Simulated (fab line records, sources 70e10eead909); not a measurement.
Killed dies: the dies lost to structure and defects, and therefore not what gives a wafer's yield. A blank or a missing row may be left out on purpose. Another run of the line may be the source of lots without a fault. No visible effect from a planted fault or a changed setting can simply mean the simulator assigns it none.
Which tool did it? / flow nand_harc / 33 wafers from 11 lots sampled at 5 of the route's 1302 steps

WHAT THE GAUGES SHOWED, per wafer
NHARC_END_SORT_01. Usual: defect_limited_yield 92.5 %, standard deviation 2.3; killed_at_array 46, standard deviation 15; killed_at_other 0.8, standard deviation 1.1; killed_at_periphery 4.0, standard deviation 2.9; killed_dies 50, standard deviation 15; killed_open 3.2, standard deviation 1.8; killed_short 2.3, standard deviation 1.6; sort_bin_2_pct 2.7 %, standard deviation 1; sort_bin_3_pct 0.5 %, standard deviation 0.32; sort_bin_4_pct 4.2 %, standard deviation 1.3; sort_n_pass 627, standard deviation 15; sort_rim_yield_pct 87 %, standard deviation 4.7; sort_yield_pct 92.5 %, standard deviation 2.3.
lot=L995; measured=day 24 12:54; on=prober-01; defect_limited_yield (%)=94.8 97.3 96.9; killed_at_array=31 15 17; killed_at_other=0 0 2; killed_at_periphery=4 3 2; killed_dies=35 18 21; killed_open=5 1 2; killed_short=5 5 3; sort_bin_2_pct (%)=1.8 0.7 1.0; sort_bin_3_pct (%)=0.3 0.1 0.1; sort_bin_4_pct (%)=3.1 1.8 1.9; sort_n_pass=642 659 656; sort_rim_yield_pct (%)=95 96 94; sort_yield_pct (%)=94.8 97.3 96.9; flag=
lot=L996; measured=day 24 12:56; on=prober-02; defect_limited_yield (%)=91.0 88.3 89.8; killed_at_array=59 74 63; killed_at_other=1 0 3; killed_at_periphery=1 5 3; killed_dies=61 79 69; killed_open=4 4 2; killed_short=2 1 1; sort_bin_2_pct (%)=2.7 4.9 3.5; sort_bin_3_pct (%)=1.2 0.6 0.7; sort_bin_4_pct (%)=5.2 6.2 5.9; sort_n_pass=616 598 608; sort_rim_yield_pct (%)=85 80 82; sort_yield_pct (%)=91.0 88.3 89.8; flag=
lot=L100; measured=day 26 02:25; on=prober-02; defect_limited_yield (%)=89.7 91.4 88.6; killed_at_array=64 53 70; killed_at_other=1 0 1; killed_at_periphery=5 5 6; killed_dies=70 58 77; killed_open=7 3 7; killed_short=1 2 0; sort_bin_2_pct (%)=3.0 3.1 3.4; sort_bin_3_pct (%)=1.3 1.3 0.6; sort_bin_4_pct (%)=6.1 4.1 7.4; sort_n_pass=607 619 600; sort_rim_yield_pct (%)=79 86 80; sort_yield_pct (%)=89.7 91.4 88.6; flag=
lot=L101; measured=day 27 00:16; on=prober-02; defect_limited_yield (%)=94.1 94.1 94.8; killed_at_array=40 33 33; killed_at_other=0 0 0; killed_at_periphery=0 7 2; killed_dies=40 40 35; killed_open=2 1 1; killed_short=2 1 2; sort_bin_2_pct (%)=2.1 3.1 3.2; sort_bin_3_pct (%)=0.1 0.1 0.3; sort_bin_4_pct (%)=3.7 2.7 1.6; sort_n_pass=637 637 642; sort_rim_yield_pct (%)=94 91 89; sort_yield_pct (%)=94.1 94.1 94.8; flag=
lot=L105; measured=day 29 11:52; on=prober-01; defect_limited_yield (%)=94.5 94.8 94.2; killed_at_array=34 30 36; killed_at_other=0 0 0; killed_at_periphery=3 5 3; killed_dies=37 35 39; killed_open=2 6 3; killed_short=1 2 3; sort_bin_2_pct (%)=1.9 1.5 1.8; sort_bin_3_pct (%)=0.4 0.4 0.1; sort_bin_4_pct (%)=3.1 3.2 3.8; sort_n_pass=640 642 638; sort_rim_yield_pct (%)=92 89 92; sort_yield_pct (%)=94.5 94.8 94.2; flag=
lot=L106; measured=day 29 04:07; on=prober-02; defect_limited_yield (%)=0 0 0; killed_at_array=677 676 674; killed_at_other=0 1 1; killed_at_periphery=0 0 2; killed_dies=677 677 677; killed_open=3 2 7; killed_short=2 3 2; sort_bin_2_pct (%)=94.8 94.5 94.1; sort_bin_3_pct (%)=0.3 0.6 0.3; sort_bin_4_pct (%)=4.9 4.9 5.6; sort_n_pass=0 0 0; sort_rim_yield_pct (%)=0 0 0; sort_yield_pct (%)=0 0 0; flag=OFF
lot=L107; measured=day 29 03:16; on=prober-01; defect_limited_yield (%)=0 0 0; killed_at_array=676 676 676; killed_at_other=0 0 0; killed_at_periphery=1 1 1; killed_dies=677 677 677; killed_open=2 6 2; killed_short=0 1 1; sort_bin_2_pct (%)=96.6 95.1 95.9; sort_bin_3_pct (%)=0.3 0.7 0.7; sort_bin_4_pct (%)=3.1 4.1 3.4; sort_n_pass=0 0 0; sort_rim_yield_pct (%)=0 0 0; sort_yield_pct (%)=0 0 0; flag=OFF
lot=L114; measured=day 33 01:45; on=prober-01; defect_limited_yield (%)=91.3 90.1 93.1; killed_at_array=56 62 43; killed_at_other=1 1 0; killed_at_periphery=2 4 4; killed_dies=59 67 47; killed_open=3 4 2; killed_short=4 2 2; sort_bin_2_pct (%)=3.2 3.8 3.1; sort_bin_3_pct (%)=0.6 0.9 0.3; sort_bin_4_pct (%)=4.9 5.2 3.5; sort_n_pass=618 610 630; sort_rim_yield_pct (%)=87 81 88; sort_yield_pct (%)=91.3 90.1 93.1; flag=
lot=L115; measured=day 33 04:43; on=prober-02; defect_limited_yield (%)=93.1 92.8 91.7; killed_at_array=42 44 52; killed_at_other=0 2 0; killed_at_periphery=5 3 4; killed_dies=47 49 56; killed_open=1 3 2; killed_short=1 2 3; sort_bin_2_pct (%)=2.8 2.4 3.8; sort_bin_3_pct (%)=0.3 0.9 0; sort_bin_4_pct (%)=3.8 4.0 4.4; sort_n_pass=630 628 621; sort_rim_yield_pct (%)=86 89 83; sort_yield_pct (%)=93.1 92.8 91.7; flag=
lot=L117; measured=day 33 09:38; on=prober-01; defect_limited_yield (%)=93.8 91.6 95.0; killed_at_array=39 52 29; killed_at_other=2 1 1; killed_at_periphery=1 4 4; killed_dies=42 57 34; killed_open=1 3 2; killed_short=1 4 0; sort_bin_2_pct (%)=2.8 3.2 2.1; sort_bin_3_pct (%)=0.3 0.6 0.3; sort_bin_4_pct (%)=3.1 4.6 2.7; sort_n_pass=635 620 643; sort_rim_yield_pct (%)=92 83 91; sort_yield_pct (%)=93.8 91.6 95.0; flag=
lot=L118; measured=day 34 00:09; on=prober-01; defect_limited_yield (%)=95.7 95.1 95.0; killed_at_array=20 27 23; killed_at_other=0 1 1; killed_at_periphery=9 5 10; killed_dies=29 33 34; killed_open=2 4 6; killed_short=0 4 1; sort_bin_2_pct (%)=1.6 1.5 1.2; sort_bin_3_pct (%)=0.4 0.3 0.3; sort_bin_4_pct (%)=2.2 3.1 3.5; sort_n_pass=648 644 643; sort_rim_yield_pct (%)=95 93 91; sort_yield_pct (%)=95.7 95.1 95.0; flag=

WHICH TOOL RAN EACH LOT (tool, then ch and the chambers of the sampled wafers, then the start)
lot=L995; NHARC_A_M0_PRE_CLEAN_31=pecvd-02 ch 0,1, day 23 01:08; NHARC_A_M1_DESCUM_14=rie_diel-11 ch 0,2,3, day 23 02:31; NHARC_A_M1_ETCH_28=rie_diel-08 ch 0,1,2, day 23 03:46 or earlier; NHARC_A_M1_PVD_21=pvd_sputter-01, day 23 03:46
lot=L996; NHARC_A_M0_PRE_CLEAN_31=pecvd-02 ch 0,1,2, day 23 02:09; NHARC_A_M1_DESCUM_14=rie_diel-04 ch 1,2,3, day 23 03:31; NHARC_A_M1_ETCH_28=rie_diel-11 ch 0,2, day 23 04:50 or earlier; NHARC_A_M1_PVD_21=pvd_sputter-01, day 23 04:50
lot=L100; NHARC_A_M0_PRE_CLEAN_31=pecvd-04 ch 0,2, day 24 13:31; NHARC_A_M1_DESCUM_14=rie_diel-11 ch 2,3, day 24 15:01; NHARC_A_M1_ETCH_28=rie_diel-08 ch 0,2,3, day 24 16:16 or earlier; NHARC_A_M1_PVD_21=pvd_sputter-01, day 24 16:16
lot=L101; NHARC_A_M0_PRE_CLEAN_31=pecvd-02 ch 0,1, day 25 08:38; NHARC_A_M1_DESCUM_14=rie_diel-08 ch 0,1,3, day 25 10:02; NHARC_A_M1_ETCH_28=rie_diel-11 ch 1,2, day 25 11:16 or earlier; NHARC_A_M1_PVD_21=pvd_sputter-02, day 25 11:16
lot=L105; NHARC_A_M0_PRE_CLEAN_31=pecvd-01 ch 0,1, day 27 11:08; NHARC_A_M1_DESCUM_14=rie_diel-11 ch 0,1, day 27 12:40; NHARC_A_M1_ETCH_28=rie_diel-08 ch 2,3, day 27 13:56 or earlier; NHARC_A_M1_PVD_21=pvd_sputter-02, day 27 13:56
lot=L106; NHARC_A_M0_PRE_CLEAN_31=pecvd-01 ch 0,1,2, day 27 12:47; NHARC_A_M1_DESCUM_14=rie_diel-11 ch 0,2, day 27 14:17; NHARC_A_M1_ETCH_28=rie_diel-08 ch 1,2, day 27 15:33 or earlier; NHARC_A_M1_PVD_21=pvd_sputter-01, day 27 15:33
lot=L107; NHARC_A_M0_PRE_CLEAN_31=pecvd-02 ch 0,1,2, day 27 14:29; NHARC_A_M1_DESCUM_14=rie_diel-08 ch 0,1,2, day 27 16:27; NHARC_A_M1_ETCH_28=rie_diel-11 ch 0,1,2, day 27 17:42 or earlier; NHARC_A_M1_PVD_21=pvd_sputter-01, day 27 17:42
lot=L114; NHARC_A_M0_PRE_CLEAN_31=pecvd-04 ch 0,2, day 31 05:20; NHARC_A_M1_DESCUM_14=rie_diel-11 ch 1,2,3, day 31 06:45; NHARC_A_M1_ETCH_28=rie_diel-11 ch 0,2,3, day 31 08:00 or earlier; NHARC_A_M1_PVD_21=pvd_sputter-02, day 31 08:00
lot=L115; NHARC_A_M0_PRE_CLEAN_31=pecvd-02 ch 0,2, day 31 05:49; NHARC_A_M1_DESCUM_14=rie_diel-04 ch 1,3, day 31 07:11; NHARC_A_M1_ETCH_28=rie_diel-11 ch 0,3, day 31 08:28 or earlier; NHARC_A_M1_PVD_21=pvd_sputter-03, day 31 08:28
lot=L117; NHARC_A_M0_PRE_CLEAN_31=pecvd-02 ch 0,1, day 31 14:11; NHARC_A_M1_DESCUM_14=rie_diel-08 ch 0,1, day 31 15:42; NHARC_A_M1_ETCH_28=rie_diel-04 ch 0,2,3, day 31 17:00 or earlier; NHARC_A_M1_PVD_21=pvd_sputter-02, day 31 17:00
lot=L118; NHARC_A_M0_PRE_CLEAN_31=pecvd-04 ch 0,1,2, day 32 11:29; NHARC_A_M1_DESCUM_14=rie_diel-04 ch 2,3, day 32 12:58; NHARC_A_M1_ETCH_28=rie_diel-04 ch 0,2, day 32 14:19 or earlier; NHARC_A_M1_PVD_21=pvd_sputter-02, day 32 14:19
- NHARC_A_M0_PRE_CLEAN_31: time 12 s.
- NHARC_A_M1_DESCUM_14: chemistry O2, time 3 s.
- NHARC_A_M1_ETCH_28: etches the open film in CF4/N2, target depth 30 nm, time 72.99 s.
- NHARC_A_M1_PVD_21: deposits Cu, target thk 30 nm, time 20.49 s.

WHAT THE TOOLS THEMSELVES READ (means of the sampled wafers that have a number; where no wafer has one, the mark that the record gives instead)
NHARC_A_M0_PRE_CLEAN_31. Usual: heater_power_outer_w 372 W, standard deviation 56; heater_power_w 634 W, standard deviation 110; susceptor_temp_C 369.97 C, standard deviation 0.22.
lot=L995; tool=pecvd-02; heater_power_outer_w (W)=420; heater_power_w (W)=780; susceptor_temp_C (C)=370.04; flag=
lot=L996; tool=pecvd-02; heater_power_outer_w (W)=372; heater_power_w (W)=684; susceptor_temp_C (C)=370.00; flag=
lot=L100; tool=pecvd-04; heater_power_outer_w (W)=397; heater_power_w (W)=658; susceptor_temp_C (C)=369.91; flag=
lot=L101; tool=pecvd-02; heater_power_outer_w (W)=456; heater_power_w (W)=846; susceptor_temp_C (C)=369.98; flag=
lot=L105; tool=pecvd-01; heater_power_outer_w (W)=405; heater_power_w (W)=648; susceptor_temp_C (C)=369.91; flag=
lot=L106; tool=pecvd-01; heater_power_outer_w (W)=394; heater_power_w (W)=605; susceptor_temp_C (C)=369.86; flag=
lot=L107; tool=pecvd-02; heater_power_outer_w (W)=382; heater_power_w (W)=701; susceptor_temp_C (C)=370.04; flag=
lot=L114; tool=pecvd-04; heater_power_outer_w (W)=356; heater_power_w (W)=618; susceptor_temp_C (C)=369.93; flag=
lot=L115; tool=pecvd-02; heater_power_outer_w (W)=418; heater_power_w (W)=716; susceptor_temp_C (C)=370.12; flag=
lot=L117; tool=pecvd-02; heater_power_outer_w (W)=449; heater_power_w (W)=831; susceptor_temp_C (C)=369.95; flag=
lot=L118; tool=pecvd-04; heater_power_outer_w (W)=299; heater_power_w (W)=535; susceptor_temp_C (C)=370.02; flag=

NHARC_A_M1_DESCUM_14. Usual: drypump_motor_current_A 5.6 A, standard deviation 0.5; oes_product_au 0.999 a.u., standard deviation 0.0072; rf_vpp_V 57.6 V, standard deviation 0.79; showerhead_plenum_p_Torr 1.88 Torr, standard deviation 0.066; throttle_valve_pct 11.311 %, standard deviation 0.0084.
lot=L995; tool=rie_diel-11; drypump_motor_current_A (A)=5.6; oes_product_au (a.u.)=1.009; rf_vpp_V (V)=57.9; showerhead_plenum_p_Torr (Torr)=1.89; throttle_valve_pct (%)=11.314; flag=
lot=L996; tool=rie_diel-04; drypump_motor_current_A (A)=5.6; oes_product_au (a.u.)=1.000; rf_vpp_V (V)=57.6; showerhead_plenum_p_Torr (Torr)=1.96; throttle_valve_pct (%)=11.308; flag=
lot=L100; tool=rie_diel-11; drypump_motor_current_A (A)=5.0; oes_product_au (a.u.)=0.994; rf_vpp_V (V)=58.0; showerhead_plenum_p_Torr (Torr)=1.88; throttle_valve_pct (%)=11.306; flag=
lot=L101; tool=rie_diel-08; drypump_motor_current_A (A)=5.9; oes_product_au (a.u.)=1.004; rf_vpp_V (V)=57.5; showerhead_plenum_p_Torr (Torr)=1.90; throttle_valve_pct (%)=11.305; flag=
lot=L105; tool=rie_diel-11; drypump_motor_current_A (A)=6.1; oes_product_au (a.u.)=1.006; rf_vpp_V (V)=57.7; showerhead_plenum_p_Torr (Torr)=1.91; throttle_valve_pct (%)=11.312; flag=
lot=L106; tool=rie_diel-11; drypump_motor_current_A (A)=6.1; oes_product_au (a.u.)=1.001; rf_vpp_V (V)=57.0; showerhead_plenum_p_Torr (Torr)=1.89; throttle_valve_pct (%)=11.318; flag=
lot=L107; tool=rie_diel-08; drypump_motor_current_A (A)=5.8; oes_product_au (a.u.)=0.998; rf_vpp_V (V)=57.4; showerhead_plenum_p_Torr (Torr)=1.88; throttle_valve_pct (%)=11.306; flag=
lot=L114; tool=rie_diel-11; drypump_motor_current_A (A)=5.2; oes_product_au (a.u.)=0.989; rf_vpp_V (V)=57.3; showerhead_plenum_p_Torr (Torr)=1.84; throttle_valve_pct (%)=11.309; flag=
lot=L115; tool=rie_diel-04; drypump_motor_current_A (A)=5.6; oes_product_au (a.u.)=0.990; rf_vpp_V (V)=57.9; showerhead_plenum_p_Torr (Torr)=1.97; throttle_valve_pct (%)=11.320; flag=
lot=L117; tool=rie_diel-08; drypump_motor_current_A (A)=6.1; oes_product_au (a.u.)=1.001; rf_vpp_V (V)=57.5; showerhead_plenum_p_Torr (Torr)=1.92; throttle_valve_pct (%)=11.309; flag=
lot=L118; tool=rie_diel-04; drypump_motor_current_A (A)=5.4; oes_product_au (a.u.)=1.002; rf_vpp_V (V)=58.2; showerhead_plenum_p_Torr (Torr)=1.93; throttle_valve_pct (%)=11.314; flag=

NHARC_A_M1_ETCH_28. Usual: drypump_motor_current_A 5.6 A, standard deviation 0.45; oes_product_au 0.998 a.u., standard deviation 0.0063; rf_vpp_V 313.6 V, standard deviation 1.6; showerhead_plenum_p_Torr 2.60 Torr, standard deviation 0.081; throttle_valve_pct 19.795 %, standard deviation 0.0094.
lot=L995; tool=rie_diel-08; drypump_motor_current_A (A)=5.7; oes_product_au (a.u.)=1.004; rf_vpp_V (V)=313.0; showerhead_plenum_p_Torr (Torr)=2.57; throttle_valve_pct (%)=19.787; flag=
lot=L996; tool=rie_diel-11; drypump_motor_current_A (A)=6.2; oes_product_au (a.u.)=1.005; rf_vpp_V (V)=314.0; showerhead_plenum_p_Torr (Torr)=2.61; throttle_valve_pct (%)=19.791; flag=
lot=L100; tool=rie_diel-08; drypump_motor_current_A (A)=5.7; oes_product_au (a.u.)=0.992; rf_vpp_V (V)=312.7; showerhead_plenum_p_Torr (Torr)=2.55; throttle_valve_pct (%)=19.798; flag=
lot=L101; tool=rie_diel-11; drypump_motor_current_A (A)=5.4; oes_product_au (a.u.)=1.001; rf_vpp_V (V)=311.4; showerhead_plenum_p_Torr (Torr)=2.47; throttle_valve_pct (%)=19.795; flag=
lot=L105; tool=rie_diel-08; drypump_motor_current_A (A)=5.4; oes_product_au (a.u.)=0.998; rf_vpp_V (V)=312.0; showerhead_plenum_p_Torr (Torr)=2.49; throttle_valve_pct (%)=19.792; flag=
lot=L106; tool=rie_diel-08; drypump_motor_current_A (A)=5.6; oes_product_au (a.u.)=0.996; rf_vpp_V (V)=313.5; showerhead_plenum_p_Torr (Torr)=2.57; throttle_valve_pct (%)=19.781; flag=
lot=L107; tool=rie_diel-11; drypump_motor_current_A (A)=5.8; oes_product_au (a.u.)=0.997; rf_vpp_V (V)=313.1; showerhead_plenum_p_Torr (Torr)=2.55; throttle_valve_pct (%)=19.800; flag=
lot=L114; tool=rie_diel-11; drypump_motor_current_A (A)=5.6; oes_product_au (a.u.)=0.998; rf_vpp_V (V)=313.9; showerhead_plenum_p_Torr (Torr)=2.59; throttle_valve_pct (%)=19.803; flag=
lot=L115; tool=rie_diel-11; drypump_motor_current_A (A)=5.4; oes_product_au (a.u.)=0.993; rf_vpp_V (V)=314.7; showerhead_plenum_p_Torr (Torr)=2.65; throttle_valve_pct (%)=19.791; flag=
lot=L117; tool=rie_diel-04; drypump_motor_current_A (A)=5.6; oes_product_au (a.u.)=1.006; rf_vpp_V (V)=313.9; showerhead_plenum_p_Torr (Torr)=2.64; throttle_valve_pct (%)=19.796; flag=
lot=L118; tool=rie_diel-04; drypump_motor_current_A (A)=5.5; oes_product_au (a.u.)=0.989; rf_vpp_V (V)=313.6; showerhead_plenum_p_Torr (Torr)=2.62; throttle_valve_pct (%)=19.795; flag=

NHARC_A_M1_PVD_21. Usual: cathode_dc_power_W 5000.0 W, standard deviation 0.81; chamber_pressure_pa 5.000 Pa, standard deviation 0.011; throttle_valve_pct 30.3 %, standard deviation 1.2.
lot=L995; tool=pvd_sputter-01; cathode_dc_power_W (W)=4999.7; chamber_pressure_pa (Pa)=4.993; throttle_valve_pct (%)=28.9; flag=
lot=L996; tool=pvd_sputter-01; cathode_dc_power_W (W)=5000.1; chamber_pressure_pa (Pa)=5.004; throttle_valve_pct (%)=29.9; flag=
lot=L100; tool=pvd_sputter-01; cathode_dc_power_W (W)=5000.9; chamber_pressure_pa (Pa)=4.997; throttle_valve_pct (%)=28.9; flag=
lot=L101; tool=pvd_sputter-02; cathode_dc_power_W (W)=5000.1; chamber_pressure_pa (Pa)=4.996; throttle_valve_pct (%)=31.3; flag=
lot=L105; tool=pvd_sputter-02; cathode_dc_power_W (W)=5000.7; chamber_pressure_pa (Pa)=4.997; throttle_valve_pct (%)=31.3; flag=
lot=L106; tool=pvd_sputter-01; cathode_dc_power_W (W)=-; chamber_pressure_pa (Pa)=-; throttle_valve_pct (%)=-; flag=OFF
lot=L107; tool=pvd_sputter-01; cathode_dc_power_W (W)=-; chamber_pressure_pa (Pa)=-; throttle_valve_pct (%)=-; flag=OFF
lot=L114; tool=pvd_sputter-02; cathode_dc_power_W (W)=4999.5; chamber_pressure_pa (Pa)=5.010; throttle_valve_pct (%)=31.2; flag=
lot=L115; tool=pvd_sputter-03; cathode_dc_power_W (W)=5000.3; chamber_pressure_pa (Pa)=5.010; throttle_valve_pct (%)=29.6; flag=
lot=L117; tool=pvd_sputter-02; cathode_dc_power_W (W)=5000.2; chamber_pressure_pa (Pa)=5.002; throttle_valve_pct (%)=30.7; flag=
lot=L118; tool=pvd_sputter-02; cathode_dc_power_W (W)=5000.2; chamber_pressure_pa (Pa)=4.994; throttle_valve_pct (%)=31.0; flag=

THE ANSWER, worked out from the rows above alone
Rule: a lot counts as off when the mean over its wafers that have a number is more than 3 standard deviations away from the usual mean. A lot without any number at a reading at which 4 lots or more have one is off too. The other lots that the step has rows for count as sound. Order of review: gauges by route order, followed by the tools' own readings, for which a lot's mean as printed above is used. At the first step where some lot is off, the reading lying furthest off is the one used; lots without a number count as furthest.
Off, at NHARC_END_SORT_01 on sort_bin_2_pct: L106, L107.
If a tool, at a process step before that reading, ran all the lots that are off and no sound lot after the first of them, it fits. Not tried: the gauges at NHARC_END_SORT_01; whatever is off there is also off at NHARC_A_M1_PVD_21, on other tools, and gauge error can't account for it. With no start given for some of its lots, NHARC_A_M1_ETCH_28 uses the hours and lot order of NHARC_A_M1_PVD_21. One fits: NHARC_A_M1_PVD_21 on pvd_sputter-01. Its last sound lot is L100 (day 24 16:16), its first lot that is off L106 (day 27 15:33): a fault that began between those two fits.
Blank at NHARC_A_M1_PVD_21 on the lots that are off, where sound lots have numbers: cathode_dc_power_W, chamber_pressure_pa, throttle_valve_pct.

WHAT THE SIMULATOR HAD INSERTED
Whole step skipped at NHARC_A_M1_PVD_21 on pvd_sputter-01, starting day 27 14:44. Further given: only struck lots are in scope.
Lots struck among those shown: L107, L106. The rule above found the same.
